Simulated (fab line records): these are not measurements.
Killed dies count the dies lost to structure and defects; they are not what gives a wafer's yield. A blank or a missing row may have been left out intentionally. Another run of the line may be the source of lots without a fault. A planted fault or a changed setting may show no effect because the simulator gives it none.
fab line records :: flow nand_harc :: part 2 of 2: steps 24 to 35 of 35
[record]
  lots = 5
  wafers = 15
  last_day = 29
route steps=1302 shown P_CONTACT@224 P_M0@253
lots with no fault: from the same line, run without faults
start_h: hours from the record's opening day to when the first of the lot's shown wafers began :: wait_h: time in hours since the lot's previous step :: " unchanged from the row above :: L1.1+2: a row that stands for several wafers :: - either no value or no given start :: * or withheld: withheld :: < > ~ a bound
route shown NAME@n: a module of which the file shows steps, and the number in the route of the first :: usual: the fault-free wafers' mean and standard deviation :: same: alike in all rows :: chamber/n: place in a boat :: sites: readings site by site :: _std_site: standard deviation across them :: _edge_site: the outer-site mean with the inner-site mean subtracted :: radius_mm: how far each site lies from the wafer's centre :: mask NAME#n: copy n :: behind: tool/chamber where the wafer was last shaped :: hold: the reason the lot was held/the length of the hold in hours/how it ended :: device: transistor that didn't switch, given as n, p or np :: end of line: the route-end tests of the same wafers :: where a step has no rows: the recipe by itself :: killed: not the wafer's yield, but the dies lost to structure and defects at the first sort :: map: a wafer's dies, x killed, . not, _ none there
set.NAME: the setting that was run; set.NAME@STEP: the one run at that earlier step :: model.NAME: the simulator's own value behind a step, which no gauge read
certain route steps with their lots: each step a table, each wafer a row
services: a tool's chamber out of use, with start hour (start_h, from the record's first day; less than 0 if before it), hours out, and reason
[[steps]]
[step NHARC_P_CONTACT_ALD_22]
[recipe]
  target_thk_a = 30
  pulse_time_s = 1
  ald_cycles = 150
  temp_c = 450
  material = TiN
[usual]
  heater_power_w = 1062/100
  precursor_pulse_height_rel = 0.998/0.02
  susceptor_temp_C = 450.00/0.24
lot.wafer: L076.1
tool: ald_metal-01
chamber: 1
start_h: 138.17
wait_h: -
heater_power_w: 1273
precursor_pulse_height_rel: 0.980
susceptor_temp_C: 450.07

lot.wafer: L076.4
tool: ald_metal-01
chamber: 2
start_h: 138.17
wait_h: -
heater_power_w: 1058
precursor_pulse_height_rel: 1.022
susceptor_temp_C: 450.19

lot.wafer: L076.5
tool: ald_metal-01
chamber: 2
start_h: 138.17
wait_h: -
heater_power_w: 1032
precursor_pulse_height_rel: 1.000
susceptor_temp_C: 450.34

lot.wafer: L078.2
tool: ald_metal-01
chamber: 2
start_h: 158.28
wait_h: -
heater_power_w: 1040
precursor_pulse_height_rel: 0.982
susceptor_temp_C: 449.73

lot.wafer: L078.3
tool: ald_metal-01
chamber: 0
start_h: 158.28
wait_h: -
heater_power_w: 1120
precursor_pulse_height_rel: 1.010
susceptor_temp_C: 450.19

lot.wafer: L078.6
tool: ald_metal-01
chamber: 1
start_h: 158.28
wait_h: -
heater_power_w: 1251
precursor_pulse_height_rel: 1.025
susceptor_temp_C: 450.12

lot.wafer: L080.1
tool: ald_metal-03
chamber: 2
start_h: 177.87
wait_h: -
heater_power_w: 1014
precursor_pulse_height_rel: 1.004
susceptor_temp_C: 450.48

lot.wafer: L080.2
tool: ald_metal-03
chamber: 0
start_h: 177.87
wait_h: -
heater_power_w: 1069
precursor_pulse_height_rel: 1.016
susceptor_temp_C: 450.36

lot.wafer: L080.6
tool: ald_metal-03
chamber: 2
start_h: 177.87
wait_h: -
heater_power_w: 968
precursor_pulse_height_rel: 0.993
susceptor_temp_C: 450.34

lot.wafer: L081.4
tool: ald_metal-01
chamber: 3
start_h: 195.32
wait_h: -
heater_power_w: 906
precursor_pulse_height_rel: 1.045
susceptor_temp_C: 449.80

lot.wafer: L081.1
tool: ald_metal-01
chamber: 0
start_h: 195.32
wait_h: -
heater_power_w: 1110
precursor_pulse_height_rel: 1.007
susceptor_temp_C: 449.99

lot.wafer: L081.5
tool: ald_metal-01
chamber: 2
start_h: 195.32
wait_h: -
heater_power_w: 1105
precursor_pulse_height_rel: 0.989
susceptor_temp_C: 450.17

lot.wafer: L086.3
tool: ald_metal-01
chamber: 3
start_h: 237.31
wait_h: -
heater_power_w: 886
precursor_pulse_height_rel: 0.987
susceptor_temp_C: 450.00

lot.wafer: L086.1
tool: ald_metal-01
chamber: 1
start_h: 237.31
wait_h: -
heater_power_w: 1250
precursor_pulse_height_rel: 1.002
susceptor_temp_C: 450.41

lot.wafer: L086.5
tool: ald_metal-01
chamber: 1
start_h: 237.31
wait_h: -
heater_power_w: 1287
precursor_pulse_height_rel: 0.983
susceptor_temp_C: 450.06
[step NHARC_P_CONTACT_CVD_23]
[recipe]
  target_thk_a = 2000
  temp_c = 300
  pressure_torr = 40
  wf6_flow_sccm = 40
  h2_flow_sccm = 1600
  ar_flow_sccm = 1560
  time_s = 557
  material = W
[usual]
  heater_power_w = 442/38
  mfc_wf6_sccm = 39.99/0.12
  susceptor_temp_C = 300.04/0.21
  throttle_valve_pct = 7.94/0.27
lot.wafer: L076.1
tool: cvd_w-02
chamber: 1
start_h: -
wait_h: -
heater_power_w: 429
mfc_wf6_sccm: 40.00
susceptor_temp_C: 299.88
throttle_valve_pct: 8.13

lot.wafer: L076.4
tool: cvd_w-02
chamber: 1
start_h: -
wait_h: -
heater_power_w: 440
mfc_wf6_sccm: 40.02
susceptor_temp_C: 299.83
throttle_valve_pct: 8.11

lot.wafer: L076.5
tool: cvd_w-02
chamber: 1
start_h: -
wait_h: -
heater_power_w: 439
mfc_wf6_sccm: 40.23
susceptor_temp_C: 299.91
throttle_valve_pct: 8.28

lot.wafer: L078.2
tool: cvd_w-02
chamber: 1
start_h: -
wait_h: -
heater_power_w: 431
mfc_wf6_sccm: 40.06
susceptor_temp_C: -
throttle_valve_pct: 8.10

lot.wafer: L078.3
tool: cvd_w-02
chamber: 1
start_h: -
wait_h: -
heater_power_w: 434
mfc_wf6_sccm: 39.93
susceptor_temp_C: -
throttle_valve_pct: 8.43

lot.wafer: L078.6
tool: cvd_w-02
chamber: 1
start_h: -
wait_h: -
heater_power_w: 426
mfc_wf6_sccm: 40.31
susceptor_temp_C: -
throttle_valve_pct: 8.39

lot.wafer: L080.1
tool: cvd_w-01
chamber: 1
start_h: -
wait_h: -
heater_power_w: 514
mfc_wf6_sccm: 39.94
susceptor_temp_C: 300.14
throttle_valve_pct: 7.65

lot.wafer: L080.2
tool: cvd_w-01
chamber: 0
start_h: -
wait_h: -
heater_power_w: 416
mfc_wf6_sccm: 39.74
susceptor_temp_C: 300.16
throttle_valve_pct: 8.02

lot.wafer: L080.6
tool: cvd_w-01
chamber: 0
start_h: -
wait_h: -
heater_power_w: 418
mfc_wf6_sccm: 39.90
susceptor_temp_C: 299.97
throttle_valve_pct: 7.79

lot.wafer: L081.1
tool: cvd_w-02
chamber: 0
start_h: -
wait_h: -
heater_power_w: 411
mfc_wf6_sccm: 39.99
susceptor_temp_C: 300.28
throttle_valve_pct: 7.93

lot.wafer: L081.4
tool: cvd_w-02
chamber: 0
start_h: -
wait_h: -
heater_power_w: 415
mfc_wf6_sccm: 40.08
susceptor_temp_C: 300.04
throttle_valve_pct: 7.99

lot.wafer: L081.5
tool: cvd_w-02
chamber: 1
start_h: -
wait_h: -
heater_power_w: 435
mfc_wf6_sccm: 40.02
susceptor_temp_C: 300.06
throttle_valve_pct: 8.00

lot.wafer: L086.1
tool: cvd_w-01
chamber: 1
start_h: -
wait_h: -
heater_power_w: 513
mfc_wf6_sccm: 39.96
susceptor_temp_C: 300.13
throttle_valve_pct: 7.46

lot.wafer: L086.3
tool: cvd_w-01
chamber: 0
start_h: -
wait_h: -
heater_power_w: 437
mfc_wf6_sccm: 40.21
susceptor_temp_C: 300.11
throttle_valve_pct: 8.11

lot.wafer: L086.5
tool: cvd_w-01
chamber: 0
start_h: -
wait_h: -
heater_power_w: 451
mfc_wf6_sccm: 40.13
susceptor_temp_C: 300.08
throttle_valve_pct: 8.27
[step NHARC_P_CONTACT_CMP_24]
[recipe]
  t_overpolish_s = 30
  target_thk_nm = 200
[usual]
  motor_current_A = 11.0/1.1
  overpolish_run_s = 30.000/0.0091
  pad_life_wafers = 186/110
  slurry_filter_dp_kPa = 13.51/0.14
  time_to_endpoint_s = 39.9/2.2
lot.wafer: L076.1
tool: cmp-02
chamber: 3
start_h: 139.05
wait_h: 0.6
motor_current_A: 13.5
overpolish_run_s: 29.993
pad_life_wafers: 1
slurry_filter_dp_kPa: 13.37
time_to_endpoint_s: 36.3

lot.wafer: L076.4
tool: cmp-02
chamber: 0
start_h: 139.05
wait_h: 0.6
motor_current_A: 11.7
overpolish_run_s: 30.009
pad_life_wafers: 2
slurry_filter_dp_kPa: 13.60
time_to_endpoint_s: 39.6

lot.wafer: L076.5
tool: cmp-02
chamber: 3
start_h: 139.05
wait_h: 0.6
motor_current_A: 13.2
overpolish_run_s: 29.982
pad_life_wafers: -
slurry_filter_dp_kPa: 13.52
time_to_endpoint_s: 38.3

lot.wafer: L078.2
tool: cmp-03
chamber: 0
start_h: 159.10
wait_h: 0.5
motor_current_A: 11.4
overpolish_run_s: 30.014
pad_life_wafers: 348
slurry_filter_dp_kPa: 13.50
time_to_endpoint_s: 35.4

lot.wafer: L078.3
tool: cmp-03
chamber: 2
start_h: 159.10
wait_h: 0.5
motor_current_A: 9.8
overpolish_run_s: 29.993
pad_life_wafers: 350
slurry_filter_dp_kPa: 13.61
time_to_endpoint_s: 37.6

lot.wafer: L078.6
tool: cmp-03
chamber: 1
start_h: 159.10
wait_h: 0.5
motor_current_A: 12.8
overpolish_run_s: 30.017
pad_life_wafers: -
slurry_filter_dp_kPa: 13.64
time_to_endpoint_s: 35.2

lot.wafer: L080.1
tool: cmp-01
chamber: 3
start_h: 178.72
wait_h: 0.6
motor_current_A: 10.1
overpolish_run_s: 29.995
pad_life_wafers: 342
slurry_filter_dp_kPa: 13.39
time_to_endpoint_s: 39.6

lot.wafer: L080.2
tool: cmp-01
chamber: 0
start_h: 178.72
wait_h: 0.6
motor_current_A: 11.0
overpolish_run_s: 30.001
pad_life_wafers: 343
slurry_filter_dp_kPa: 13.56
time_to_endpoint_s: 37.8

lot.wafer: L080.6
tool: cmp-01
chamber: 0
start_h: 178.72
wait_h: 0.6
motor_current_A: 11.0
overpolish_run_s: 29.993
pad_life_wafers: -
slurry_filter_dp_kPa: 13.29
time_to_endpoint_s: 41.2

lot.wafer: L081.1
tool: cmp-02
chamber: 0
start_h: 196.14
wait_h: 0.6
motor_current_A: 12.5
overpolish_run_s: 29.993
pad_life_wafers: 264
slurry_filter_dp_kPa: 13.49
time_to_endpoint_s: 39.5

lot.wafer: L081.4
tool: cmp-02
chamber: 1
start_h: 196.14
wait_h: 0.6
motor_current_A: 9.6
overpolish_run_s: 29.991
pad_life_wafers: 265
slurry_filter_dp_kPa: 13.57
time_to_endpoint_s: 38.1

lot.wafer: L081.5
tool: cmp-02
chamber: 0
start_h: 196.14
wait_h: 0.6
motor_current_A: 11.6
overpolish_run_s: 30.000
pad_life_wafers: -
slurry_filter_dp_kPa: 13.48
time_to_endpoint_s: 42.0

lot.wafer: L086.1
tool: cmp-01
chamber: 3
start_h: 238.26
wait_h: 0.5
motor_current_A: 10.6
overpolish_run_s: 30.002
pad_life_wafers: 194
slurry_filter_dp_kPa: 13.48
time_to_endpoint_s: 37.7

lot.wafer: L086.3
tool: cmp-01
chamber: 0
start_h: 238.26
wait_h: 0.5
motor_current_A: 10.7
overpolish_run_s: 29.995
pad_life_wafers: 195
slurry_filter_dp_kPa: 13.40
time_to_endpoint_s: 37.2

lot.wafer: L086.5
tool: cmp-01
chamber: 2
start_h: 238.26
wait_h: 0.5
motor_current_A: 11.3
overpolish_run_s: 30.006
pad_life_wafers: -
slurry_filter_dp_kPa: 13.60
time_to_endpoint_s: 40.1
[step NHARC_P_CONTACT_SRD_26]
lot.wafer: L076.1+4+5
tool: wet_bench-09
chamber: 7,0,4
start_h: 139.35
wait_h: 0.0

lot.wafer: L078.3+2+6
tool: wet_bench-06
chamber: 0,1,4
start_h: 159.43
wait_h: 0.0

lot.wafer: L080.6+2+1
tool: wet_bench-06
chamber: 6,2,3
start_h: 179.04
wait_h: 0.0

lot.wafer: L081.4+1+5
tool: wet_bench-04
chamber: 6,7,1
start_h: 196.46
wait_h: 0.0

lot.wafer: L086.1+5+3
tool: wet_bench-06
chamber: 4,6,7
start_h: 238.53
wait_h: 0.0
[step NHARC_P_CONTACT_INSPECT_27]
[usual]
  raw_defect_count = 317/130
lot.wafer: L076.1
tool: defect_inspect-01
chamber: -
start_h: 139.46
wait_h: 0.1
raw_defect_count: 372

lot.wafer: L076.4
tool: defect_inspect-01
chamber: -
start_h: 139.46
wait_h: 0.1
raw_defect_count: 455

lot.wafer: L076.5
tool: defect_inspect-01
chamber: -
start_h: 139.46
wait_h: 0.1
raw_defect_count: 591

lot.wafer: L078.2
tool: defect_inspect-02
chamber: -
start_h: 159.53
wait_h: 0.1
raw_defect_count: 211

lot.wafer: L078.3
tool: defect_inspect-02
chamber: -
start_h: 159.53
wait_h: 0.1
raw_defect_count: 135

lot.wafer: L078.6
tool: defect_inspect-02
chamber: -
start_h: 159.53
wait_h: 0.1
raw_defect_count: 431

lot.wafer: L080.1
tool: defect_inspect-02
chamber: -
start_h: 179.12
wait_h: 0.1
raw_defect_count: 351

lot.wafer: L080.2
tool: defect_inspect-02
chamber: -
start_h: 179.12
wait_h: 0.1
raw_defect_count: 379

lot.wafer: L080.6
tool: defect_inspect-02
chamber: -
start_h: 179.12
wait_h: 0.1
raw_defect_count: 454

lot.wafer: L081.1
tool: defect_inspect-02
chamber: -
start_h: 196.54
wait_h: 0.1
raw_defect_count: 431

lot.wafer: L081.4
tool: defect_inspect-02
chamber: -
start_h: 196.54
wait_h: 0.1
raw_defect_count: 378

lot.wafer: L081.5
tool: defect_inspect-02
chamber: -
start_h: 196.54
wait_h: 0.1
raw_defect_count: 532

lot.wafer: L086.1
tool: defect_inspect-02
chamber: -
start_h: 238.61
wait_h: 0.1
raw_defect_count: 288

lot.wafer: L086.3
tool: defect_inspect-02
chamber: -
start_h: 238.61
wait_h: 0.1
raw_defect_count: 179

lot.wafer: L086.5
tool: defect_inspect-02
chamber: -
start_h: 238.61
wait_h: 0.1
raw_defect_count: 191
[step NHARC_P_M0_DEP_00]
[recipe]
  target_thk_a = 1500
  target_thk_nm = 150
  temp_c = withheld
  pressure_torr = 5
  flow_sccm = 200
  rf_w = 600
  material = SiOC
[usual]
  rf_fwd_power_W = 598.8/2.2
lot.wafer: L076.1
tool: pecvd-04
chamber: 2
start_h: 139.57
wait_h: 0.1
rf_fwd_power_W: 596.0

lot.wafer: L076.5
tool: pecvd-04
chamber: 1
start_h: 139.57
wait_h: 0.1
rf_fwd_power_W: 601.2

lot.wafer: L076.4
tool: pecvd-04
chamber: 2
start_h: 139.57
wait_h: 0.1
rf_fwd_power_W: 596.9

lot.wafer: L078.2
tool: pecvd-02
chamber: 2
start_h: 159.64
wait_h: 0.1
rf_fwd_power_W: 595.5

lot.wafer: L078.3
tool: pecvd-02
chamber: 0
start_h: 159.64
wait_h: 0.1
rf_fwd_power_W: 598.6

lot.wafer: L078.6
tool: pecvd-02
chamber: 1
start_h: 159.64
wait_h: 0.1
rf_fwd_power_W: 600.5

lot.wafer: L080.1
tool: pecvd-04
chamber: 0
start_h: 179.23
wait_h: 0.1
rf_fwd_power_W: 600.5

lot.wafer: L080.2
tool: pecvd-04
chamber: 1
start_h: 179.23
wait_h: 0.1
rf_fwd_power_W: 600.4

lot.wafer: L080.6
tool: pecvd-04
chamber: 2
start_h: 179.23
wait_h: 0.1
rf_fwd_power_W: 598.0

lot.wafer: L081.1
tool: pecvd-02
chamber: 0
start_h: 196.61
wait_h: 0.1
rf_fwd_power_W: 596.4

lot.wafer: L081.4
tool: pecvd-02
chamber: 0
start_h: 196.61
wait_h: 0.1
rf_fwd_power_W: 594.2

lot.wafer: L081.5
tool: pecvd-02
chamber: 2
start_h: 196.61
wait_h: 0.1
rf_fwd_power_W: 595.1

lot.wafer: L086.1
tool: pecvd-04
chamber: 0
start_h: 238.68
wait_h: 0.1
rf_fwd_power_W: 601.6

lot.wafer: L086.3
tool: pecvd-04
chamber: 1
start_h: 238.68
wait_h: 0.1
rf_fwd_power_W: 601.7

lot.wafer: L086.5
tool: pecvd-04
chamber: 2
start_h: 238.68
wait_h: 0.1
rf_fwd_power_W: 599.7
[step NHARC_P_M0_DEHYDRATE_01]
[recipe]
  temp_c = 150
  time_s = 120
lot.wafer: L076.1+4+5
tool: litho_track-06
chamber: 0
start_h: 139.93
wait_h: -

lot.wafer: L078.2+3+6
tool: litho_track-06
chamber: 0
start_h: 160.01
wait_h: -

lot.wafer: L080.1+2+6
tool: litho_track-01
chamber: 0
start_h: 179.59
wait_h: -

lot.wafer: L081.1+4+5
tool: litho_track-01
chamber: 0
start_h: 197.02
wait_h: -

lot.wafer: L086.1+3+5
tool: litho_track-01
chamber: 0
start_h: 239.09
wait_h: -
[step NHARC_P_M0_HMDS_02]
[recipe]
  time_s = 30
lot.wafer: L076.1+4+5
tool: litho_track-06
chamber: 0
start_h: -
wait_h: -

lot.wafer: L078.2+3+6
tool: litho_track-06
chamber: 0
start_h: -
wait_h: -

lot.wafer: L080.1+2+6
tool: litho_track-01
chamber: 0
start_h: -
wait_h: -

lot.wafer: L081.1+4+5
tool: litho_track-01
chamber: 0
start_h: -
wait_h: -

lot.wafer: L086.1+3+5
tool: litho_track-01
chamber: 0
start_h: -
wait_h: -
[step NHARC_P_M0_COAT_33]
[recipe]
  temp_c = 200
  time_s = 65
lot.wafer: L076.1+4+5
tool: litho_track-06
chamber: 0
start_h: -
wait_h: -

lot.wafer: L078.2+3+6
tool: litho_track-06
chamber: 0
start_h: -
wait_h: -

lot.wafer: L080.1+2+6
tool: litho_track-01
chamber: 0
start_h: -
wait_h: -

lot.wafer: L081.1+4+5
tool: litho_track-01
chamber: 0
start_h: -
wait_h: -

lot.wafer: L086.1+3+5
tool: litho_track-01
chamber: 0
start_h: -
wait_h: -
[step NHARC_P_M0_COAT_03]
[recipe]
  spin_rpm = 1500
  resist_thk_nm = 90
[usual]
  dispense_pressure_kPa = 47.9/0.77
lot.wafer: L076.1
tool: litho_track-06
chamber: 0
start_h: -
wait_h: -
dispense_pressure_kPa: 47.5

lot.wafer: L076.4
tool: litho_track-06
chamber: 0
start_h: -
wait_h: -
dispense_pressure_kPa: 47.5

lot.wafer: L076.5
tool: litho_track-06
chamber: 0
start_h: -
wait_h: -
dispense_pressure_kPa: 47.5

lot.wafer: L078.2
tool: litho_track-06
chamber: 0
start_h: -
wait_h: -
dispense_pressure_kPa: 47.5

lot.wafer: L078.3
tool: litho_track-06
chamber: 0
start_h: -
wait_h: -
dispense_pressure_kPa: 47.5

lot.wafer: L078.6
tool: litho_track-06
chamber: 0
start_h: -
wait_h: -
dispense_pressure_kPa: 47.5

lot.wafer: L080.1
tool: litho_track-01
chamber: 0
start_h: -
wait_h: -
dispense_pressure_kPa: 49.0

lot.wafer: L080.2
tool: litho_track-01
chamber: 0
start_h: -
wait_h: -
dispense_pressure_kPa: 49.0

lot.wafer: L080.6
tool: litho_track-01
chamber: 0
start_h: -
wait_h: -
dispense_pressure_kPa: 49.0

lot.wafer: L081.1
tool: litho_track-01
chamber: 0
start_h: -
wait_h: -
dispense_pressure_kPa: 49.0

lot.wafer: L081.4
tool: litho_track-01
chamber: 0
start_h: -
wait_h: -
dispense_pressure_kPa: 49.0

lot.wafer: L081.5
tool: litho_track-01
chamber: 0
start_h: -
wait_h: -
dispense_pressure_kPa: 49.0

lot.wafer: L086.1
tool: litho_track-01
chamber: 0
start_h: -
wait_h: -
dispense_pressure_kPa: 49.0

lot.wafer: L086.3
tool: litho_track-01
chamber: 0
start_h: -
wait_h: -
dispense_pressure_kPa: 49.0

lot.wafer: L086.5
tool: litho_track-01
chamber: 0
start_h: -
wait_h: -
dispense_pressure_kPa: 49.0
[step NHARC_P_M0_SOFTBAKE_04]
[recipe]
  temp_c = 105
  time_s = 55
lot.wafer: L076.1+4+5
tool: litho_track-06
chamber: 0
start_h: -
wait_h: -

lot.wafer: L078.2+3+6
tool: litho_track-06
chamber: 0
start_h: -
wait_h: -

lot.wafer: L080.1+2+6
tool: litho_track-01
chamber: 0
start_h: -
wait_h: -

lot.wafer: L081.1+4+5
tool: litho_track-01
chamber: 0
start_h: -
wait_h: -

lot.wafer: L086.1+3+5
tool: litho_track-01
chamber: 0
start_h: -
wait_h: -
[step NHARC_P_M0_EBR_05]
lot.wafer: L076.1+4+5
tool: litho_track-06
chamber: 0
start_h: -
wait_h: -

lot.wafer: L078.2+3+6
tool: litho_track-06
chamber: 0
start_h: -
wait_h: -

lot.wafer: L080.1+2+6
tool: litho_track-01
chamber: 0
start_h: -
wait_h: -

lot.wafer: L081.1+4+5
tool: litho_track-01
chamber: 0
start_h: -
wait_h: -

lot.wafer: L086.1+3+5
tool: litho_track-01
chamber: 0
start_h: -
wait_h: -
[[services]]
tool: pvd_sputter-03
chamber: -
start_h: 119.39
hours: 3.3
kind: repair

tool: rie_diel-10
chamber: 2
start_h: 131.49
hours: 5.3
kind: repair

tool: cmp-02
chamber: -
start_h: 134.50
hours: 4.0
kind: pm

tool: ald_metal-01
chamber: -
start_h: 138.41
hours: 0.5
kind: repair

tool: rie_diel-12
chamber: 3
start_h: 138.88
hours: 10.1
kind: repair

tool: arfi_scanner-02
chamber: -
start_h: 140.00
hours: 4.0
kind: pm

tool: cvd_w-02
chamber: 1
start_h: 140.72
hours: 16.0
kind: repair

tool: rie_diel-09
chamber: -
start_h: 143.10
hours: 9.0
kind: pm

tool: pvd_sputter-02
chamber: -
start_h: 145.49
hours: 0.6
kind: repair

tool: cmp-01
chamber: -
start_h: 146.10
hours: 0.9
kind: repair

tool: litho_track-01
chamber: -
start_h: 155.00
hours: 7.0
kind: pm

tool: rie_diel-12
chamber: -
start_h: 161.15
hours: 1.8
kind: repair

tool: rie_diel-10
chamber: 1
start_h: 167.67
hours: 4.5
kind: repair

tool: ald_metal-01
chamber: -
start_h: 170.00
hours: 10.0
kind: pm

tool: pvd_sputter-03
chamber: -
start_h: 170.04
hours: 10.0
kind: pm

tool: rie_diel-10
chamber: 1
start_h: 174.66
hours: 4.0
kind: repair

tool: wet_bench-09
chamber: -
start_h: 176.80
hours: 8.0
kind: pm

tool: litho_track-06
chamber: -
start_h: 179.00
hours: 7.0
kind: pm

tool: wet_bench-06
chamber: -
start_h: 194.22
hours: 8.0
kind: pm

tool: rie_diel-12
chamber: 0
start_h: 196.71
hours: 1.3
kind: repair

tool: litho_track-04
chamber: -
start_h: 203.00
hours: 7.0
kind: pm

tool: pvd_sputter-01
chamber: -
start_h: 226.00
hours: 10.0
kind: pm

tool: ald_metal-01
chamber: 0
start_h: 235.35
hours: 5.2
kind: repair

tool: pvd_sputter-02
chamber: -
start_h: 236.49
hours: 4.4
kind: repair
